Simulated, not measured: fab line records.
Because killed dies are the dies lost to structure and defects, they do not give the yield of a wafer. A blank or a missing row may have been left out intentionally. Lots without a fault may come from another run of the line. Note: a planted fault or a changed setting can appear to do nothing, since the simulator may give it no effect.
Chamber matching / flow nand-harc / 7 sister chambers for NHARC_A_STAIRCASE_STRIP_255 on wet-bench-07
The step strips in SPM, time 900 s. 7 wafers are shown with their chamber, then 7 later ones without.

## WAFERS PAIRED WITH THEIR CHAMBERS
wafer=L477.1; chamber=7; bath-guard-temp-C (C)=129.7
wafer=L477.3; chamber=1; bath-guard-temp-C (C)=129.5
wafer=L480.1; chamber=4; bath-guard-temp-C (C)=130.1
wafer=L480.4; chamber=5; bath-guard-temp-C (C)=129.6
wafer=L480.6; chamber=6; bath-guard-temp-C (C)=130.2
wafer=L484.2; chamber=2; bath-guard-temp-C (C)=130.2
wafer=L484.5; chamber=0; bath-guard-temp-C (C)=129.8

## WAFERS WHOSE CHAMBER IS MISSING
wafer=L484.6; bath-guard-temp-C (C)=129.4
wafer=L485.4; bath-guard-temp-C (C)=129.7
wafer=L485.5; bath-guard-temp-C (C)=129.6
wafer=L485.6; bath-guard-temp-C (C)=130.1
wafer=L497.3; bath-guard-temp-C (C)=129.5
wafer=L497.4; bath-guard-temp-C (C)=129.5
wafer=L497.6; bath-guard-temp-C (C)=129.5

## WHICH CHAMBER EACH ONE RAN IN
wafer=L484.6; from the rows above=1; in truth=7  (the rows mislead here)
wafer=L485.4; from the rows above=7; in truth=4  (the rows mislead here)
wafer=L485.5; from the rows above=5; in truth=5
wafer=L485.6; from the rows above=4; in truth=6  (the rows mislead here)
wafer=L497.3; from the rows above=1; in truth=1
wafer=L497.4; from the rows above=1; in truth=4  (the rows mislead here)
wafer=L497.6; from the rows above=1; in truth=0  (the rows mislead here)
2 of 7 placed correctly. Can't be placed from these rows: 0. Wrongly placed: 5.
How it was worked out, from the rows above alone: a wafer's distance from a chamber is the root of the sum, over the readings, of the square of ((its reading less the chamber's mean) divided by the reading's scatter). The wafer belongs to the nearest chamber; if the next one is less than 2 further off, it can't be placed. For every chamber, the mean is computed from those of its wafers that are shown. The scatter: root of mean squared gap, hidden wafer to nearest shown wafer, with one shown wafer a chamber.
